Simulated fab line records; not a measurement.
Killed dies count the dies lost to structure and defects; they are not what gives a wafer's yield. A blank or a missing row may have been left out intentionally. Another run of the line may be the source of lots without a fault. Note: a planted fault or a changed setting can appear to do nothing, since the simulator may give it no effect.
Which tool was responsible? / flow nand-harc / 39 wafers from 13 lots sampled at 6 of the route's 1159 steps

== WHAT THE GAUGES SHOWED, per wafer ==
NHARC_P_ZERO_WELL_CD_MEAS_52: target cd 2000 nm. Usual: cd-nm at 2000.3 nm, with a standard deviation of 1.2.
lot=L555; measured=day 1 17:49; on=cd-sem-01; cd-nm (nm)=2000.2 1999.1 1999.3; flag=
lot=L556; measured=day 1 23:50; on=cd-sem-01; cd-nm (nm)=1999.1 1998.2 1999.9; flag=
lot=L557; measured=day 2 05:46; on=cd-sem-01; cd-nm (nm)=2001.4 2000.8 1999.0; flag=
lot=L558; measured=day 2 11:31; on=cd-sem-01; cd-nm (nm)=2002.8 2002.1 2000.0; flag=
lot=L568; measured=day 5 00:08; on=cd-sem-03; cd-nm (nm)=1999.4 1999.9 2000.0; flag=
lot=L569; measured=day 5 05:41; on=cd-sem-02; cd-nm (nm)=2000.5 1999.1 1999.1; flag=
lot=L570; measured=day 5 11:50; on=cd-sem-01; cd-nm (nm)=2000.0 2000.7 2000.0; flag=
lot=L571; measured=day 5 17:45; on=cd-sem-03; cd-nm (nm)=2001.3 2000.5 2001.7; flag=
lot=L572; measured=day 5 23:40; on=cd-sem-02; cd-nm (nm)=1999.9 1998.8 1997.4; flag=
lot=L573; measured=day 6 05:56; on=cd-sem-03; cd-nm (nm)=2002.4 2001.2 2002.5; flag=
lot=L574; measured=day 6 11:37; on=cd-sem-01; cd-nm (nm)=2001.3 1999.8 1999.7; flag=
lot=L575; measured=day 6 17:46; on=cd-sem-02; cd-nm (nm)=2001.0 2000.6 2002.1; flag=
lot=L576; measured=day 6 23:56; on=cd-sem-02; cd-nm (nm)=1999.6 1997.8 1999.4; flag=

NHARC_P_ZERO_WELL_INSPECT_43. Usual: raw-defect-count at 13, with a standard deviation of 5.9.
lot=L555; measured=day 1 19:41; on=defect-inspect-01; raw-defect-count=11 9 12; flag=
lot=L556; measured=day 2 01:39; on=defect-inspect-01; raw-defect-count=8 10 20; flag=
lot=L557; measured=day 2 07:34; on=defect-inspect-01; raw-defect-count=10 9 16; flag=
lot=L558; measured=day 2 13:20; on=defect-inspect-01; raw-defect-count=14 8 9; flag=
lot=L568; measured=day 5 01:57; on=defect-inspect-02; raw-defect-count=6 9 6; flag=
lot=L569; measured=day 5 07:34; on=defect-inspect-02; raw-defect-count=10 12 7; flag=
lot=L570; measured=day 5 13:41; on=defect-inspect-02; raw-defect-count=10 10 12; flag=
lot=L571; measured=day 5 19:34; on=defect-inspect-01; raw-defect-count=11 22 28; flag=
lot=L572; measured=day 6 01:31; on=defect-inspect-01; raw-defect-count=15 22 18; flag=
lot=L573; measured=day 6 07:46; on=defect-inspect-01; raw-defect-count=10 14 8; flag=
lot=L574; measured=day 6 13:27; on=defect-inspect-02; raw-defect-count=7 12 10; flag=
lot=L575; measured=day 6 19:37; on=defect-inspect-02; raw-defect-count=19 11 23; flag=
lot=L576; measured=day 7 01:52; on=defect-inspect-01; raw-defect-count=20 16 14; flag=

NHARC_P_GATE_CD_MEAS_11: target cd 1640 nm. Usual: cd-nm at 1640.1 nm, with a standard deviation of 1.3.
lot=L555; measured=day 3 19:46; on=cd-sem-02; cd-nm (nm)=1639.7 1639.8 1639.2; flag=
lot=L556; measured=day 4 08:13; on=cd-sem-03; cd-nm (nm)=1639.3 1638.6 1639.5; flag=
lot=L557; measured=day 4 08:23; on=cd-sem-01; cd-nm (nm)=1639.1 1640.5 1638.8; flag=
lot=L558; measured=day 4 17:02; on=cd-sem-01; cd-nm (nm)=- - -; flag=OFF
lot=L568; measured=day 7 09:06; on=cd-sem-02; cd-nm (nm)=1642.1 1640.2 1640.9; flag=
lot=L569; measured=day 7 08:46; on=cd-sem-01; cd-nm (nm)=1640.5 1642.2 1638.8; flag=
lot=L570; measured=day 7 22:58; on=cd-sem-02; cd-nm (nm)=1639.6 1638.6 1640.3; flag=
lot=L571; measured=day 7 22:48; on=cd-sem-01; cd-nm (nm)=1639.9 1640.5 1642.6; flag=
lot=L572; measured=day 8 10:47; on=cd-sem-01; cd-nm (nm)=1640.5 1639.3 1639.6; flag=
lot=L573; measured=day 8 14:58; on=cd-sem-01; cd-nm (nm)=1640.3 1640.4 1639.3; flag=
lot=L574; measured=day 8 15:08; on=cd-sem-02; cd-nm (nm)=1639.8 1639.8 1638.3; flag=
lot=L575; measured=day 9 03:05; on=cd-sem-03; cd-nm (nm)=1642.1 1638.2 1639.1; flag=
lot=L576; measured=day 9 06:13; on=cd-sem-02; cd-nm (nm)=1640.1 1639.2 1639.1; flag=

NHARC_END_SORT_01. Usual: killed-at-array 28, standard deviation 8.9; killed-at-other 0.8, standard deviation 1.2; killed-at-periphery 3.3, standard deviation 2.3; killed-dies 32, standard deviation 9.4; killed-open 3.2, standard deviation 1.8; killed-short 1.9, standard deviation 1.4.
lot=L555; measured=day 19 18:21; on=prober-01; killed-at-array=19 19 19; killed-at-other=1 0 0; killed-at-periphery=1 5 5; killed-dies=21 24 24; killed-open=3 3 4; killed-short=0 0 1; flag=
lot=L556; measured=day 19 17:35; on=prober-02; killed-at-array=11 10 16; killed-at-other=0 0 0; killed-at-periphery=3 1 1; killed-dies=14 11 17; killed-open=4 1 1; killed-short=3 2 5; flag=
lot=L557; measured=day 20 01:26; on=prober-02; killed-at-array=17 14 14; killed-at-other=1 0 0; killed-at-periphery=6 2 2; killed-dies=24 16 16; killed-open=8 3 1; killed-short=5 1 1; flag=
lot=L558; measured=day 20 01:22; on=prober-01; killed-at-array=32 30 30; killed-at-other=1 1 0; killed-at-periphery=644 646 647; killed-dies=677 677 677; killed-open=9 5 1; killed-short=1 4 0; flag=OFF
lot=L568; measured=day 22 14:16; on=prober-02; killed-at-array=32 26 35; killed-at-other=1 3 1; killed-at-periphery=2 1 1; killed-dies=35 30 37; killed-open=6 3 2; killed-short=2 2 3; flag=
lot=L570; measured=day 23 18:05; on=prober-02; killed-at-array=37 21 45; killed-at-other=0 0 0; killed-at-periphery=8 1 2; killed-dies=45 22 47; killed-open=7 0 3; killed-short=2 0 1; flag=
lot=L573; measured=day 24 07:40; on=prober-01; killed-at-array=37 32 43; killed-at-other=1 0 1; killed-at-periphery=2 1 2; killed-dies=40 33 46; killed-open=4 2 3; killed-short=4 1 5; flag=
lot=L574; measured=day 23 23:56; on=prober-01; killed-at-array=30 15 14; killed-at-other=0 1 0; killed-at-periphery=5 5 0; killed-dies=35 21 14; killed-open=4 3 2; killed-short=2 2 2; flag=
lot=L576; measured=day 24 13:35; on=prober-02; killed-at-array=36 37 36; killed-at-other=0 1 0; killed-at-periphery=8 6 4; killed-dies=44 44 40; killed-open=2 7 1; killed-short=1 4 1; flag=

== TOOL THAT RAN EACH LOT (tool first, then ch and the chambers of the sampled wafers, then the start) ==
lot=L555; NHARC_P_STI_ETCH_15=rie-si-03 ch 0,1,3, day 2 08:59; NHARC_P_GATE_EXPOSE_08=krf-scanner-04 ch 0, day 3 19:37
lot=L556; NHARC_P_STI_ETCH_15=rie-si-03 ch 0,1, day 2 20:44; NHARC_P_GATE_EXPOSE_08=krf-scanner-04 ch 0, day 4 08:04
lot=L557; NHARC_P_STI_ETCH_15=rie-si-04 ch 0,1,3, day 2 20:40; NHARC_P_GATE_EXPOSE_08=krf-scanner-02 ch 0, day 4 08:14
lot=L558; NHARC_P_STI_ETCH_15=rie-si-04 ch 1,2,3, day 3 06:01; NHARC_P_GATE_EXPOSE_08=krf-scanner-04 ch 0, day 4 16:52
lot=L568; NHARC_P_STI_ETCH_15=rie-si-03 ch 0,2, day 5 15:20; NHARC_P_GATE_EXPOSE_08=krf-scanner-02 ch 0, day 7 08:56
lot=L569; NHARC_P_STI_ETCH_15=rie-si-04 ch 0,1,2, day 5 23:27; NHARC_P_GATE_EXPOSE_08=krf-scanner-04 ch 0, day 7 08:37
lot=L570; NHARC_P_STI_ETCH_15=rie-si-05 ch 0,2, day 6 07:34; NHARC_P_GATE_EXPOSE_08=krf-scanner-04 ch 0, day 7 22:49
lot=L571; NHARC_P_STI_ETCH_15=rie-si-04 ch 0,2, day 6 11:26; NHARC_P_GATE_EXPOSE_08=krf-scanner-01 ch 0, day 7 22:38
lot=L572; NHARC_P_STI_ETCH_15=rie-si-03 ch 0,1,2, day 6 18:01; NHARC_P_GATE_EXPOSE_08=krf-scanner-04 ch 0, day 8 10:37
lot=L573; NHARC_P_STI_ETCH_15=rie-si-04 ch 0,1,2, day 6 23:45; NHARC_P_GATE_EXPOSE_08=krf-scanner-04 ch 0, day 8 14:49
lot=L574; NHARC_P_STI_ETCH_15=rie-si-04 ch 1,3, day 7 06:10; NHARC_P_GATE_EXPOSE_08=krf-scanner-02 ch 0, day 8 14:58
lot=L575; NHARC_P_STI_ETCH_15=rie-si-05 ch 1,2,3, day 7 12:11; NHARC_P_GATE_EXPOSE_08=krf-scanner-04 ch 0, day 9 02:55
lot=L576; NHARC_P_STI_ETCH_15=rie-si-05 ch 0,1,3, day 7 18:57; NHARC_P_GATE_EXPOSE_08=krf-scanner-02 ch 0, day 9 06:04
- NHARC_P_STI_ETCH_15: etches the open film in HBr/Cl2, target depth 300 nm, time 100.1 s.
- NHARC_P_GATE_EXPOSE_08: exposes mask P HV.

== AS READ BY THE TOOLS THEMSELVES (means over the sampled wafers that have a number; for cases with no such wafer, the mark the record gives instead) ==
NHARC_P_STI_ETCH_15. Usual: drypump-motor-current-A 5.7 A, standard deviation 0.49; mfc-cl2-sccm 50.01 sccm, standard deviation 0.15; oes-product-au 1.001 a.u., standard deviation 0.0085; throttle-valve-pct 26.407 %, standard deviation 0.0096.
lot=L555; tool=rie-si-03; drypump-motor-current-A (A)=5.2; mfc-cl2-sccm (sccm)=50.09; oes-product-au (a.u.)=1.001; throttle-valve-pct (%)=26.403; flag=
lot=L556; tool=rie-si-03; drypump-motor-current-A (A)=5.2; mfc-cl2-sccm (sccm)=50.08; oes-product-au (a.u.)=0.993; throttle-valve-pct (%)=26.417; flag=
lot=L557; tool=rie-si-04; drypump-motor-current-A (A)=5.4; mfc-cl2-sccm (sccm)=50.09; oes-product-au (a.u.)=0.995; throttle-valve-pct (%)=26.416; flag=
lot=L558; tool=rie-si-04; drypump-motor-current-A (A)=5.9; mfc-cl2-sccm (sccm)=49.86; oes-product-au (a.u.)=0.996; throttle-valve-pct (%)=26.405; flag=
lot=L568; tool=rie-si-03; drypump-motor-current-A (A)=6.1; mfc-cl2-sccm (sccm)=50.02; oes-product-au (a.u.)=1.005; throttle-valve-pct (%)=26.409; flag=
lot=L569; tool=rie-si-04; drypump-motor-current-A (A)=5.7; mfc-cl2-sccm (sccm)=49.95; oes-product-au (a.u.)=1.007; throttle-valve-pct (%)=26.402; flag=
lot=L570; tool=rie-si-05; drypump-motor-current-A (A)=6.0; mfc-cl2-sccm (sccm)=50.00; oes-product-au (a.u.)=1.000; throttle-valve-pct (%)=26.403; flag=
lot=L571; tool=rie-si-04; drypump-motor-current-A (A)=5.4; mfc-cl2-sccm (sccm)=49.97; oes-product-au (a.u.)=1.007; throttle-valve-pct (%)=26.409; flag=
lot=L572; tool=rie-si-03; drypump-motor-current-A (A)=5.7; mfc-cl2-sccm (sccm)=49.84; oes-product-au (a.u.)=0.990; throttle-valve-pct (%)=26.402; flag=
lot=L573; tool=rie-si-04; drypump-motor-current-A (A)=5.7; mfc-cl2-sccm (sccm)=50.14; oes-product-au (a.u.)=1.012; throttle-valve-pct (%)=26.403; flag=
lot=L574; tool=rie-si-04; drypump-motor-current-A (A)=5.7; mfc-cl2-sccm (sccm)=50.01; oes-product-au (a.u.)=1.003; throttle-valve-pct (%)=26.403; flag=
lot=L575; tool=rie-si-05; drypump-motor-current-A (A)=6.1; mfc-cl2-sccm (sccm)=50.02; oes-product-au (a.u.)=0.996; throttle-valve-pct (%)=26.404; flag=
lot=L576; tool=rie-si-05; drypump-motor-current-A (A)=6.1; mfc-cl2-sccm (sccm)=50.00; oes-product-au (a.u.)=0.997; throttle-valve-pct (%)=26.409; flag=

== THE ANSWER, worked out from the rows above alone ==
Rule: a lot counts as off when the mean over its wafers that have a number is more than 3 standard deviations away from the usual mean. Also off: a lot with no number at a reading for which 4 or more lots have one. Any other lot the step has rows for is counted as sound. The gauges are gone through in route order, then the tools' own readings, and for those a lot's mean is taken as printed above. The first step at which some lot is off is used, and at that step the reading that is off furthest; a lot without a number counts as furthest.
Off: L558, at NHARC_P_GATE_CD_MEAS_11 (cd-nm). Without a number there: L558.
If a tool, at a process step before that reading, ran all the lots that are off and no sound lot after the first of them, it fits. The gauges at NHARC_P_GATE_CD_MEAS_11 aren't tried: what is off there is off at NHARC_END_SORT_01 too, on other tools, and a gauge's error can't cause that. No candidate that was tried fits.

== WHAT THE SIMULATOR HAD PUT IN ==
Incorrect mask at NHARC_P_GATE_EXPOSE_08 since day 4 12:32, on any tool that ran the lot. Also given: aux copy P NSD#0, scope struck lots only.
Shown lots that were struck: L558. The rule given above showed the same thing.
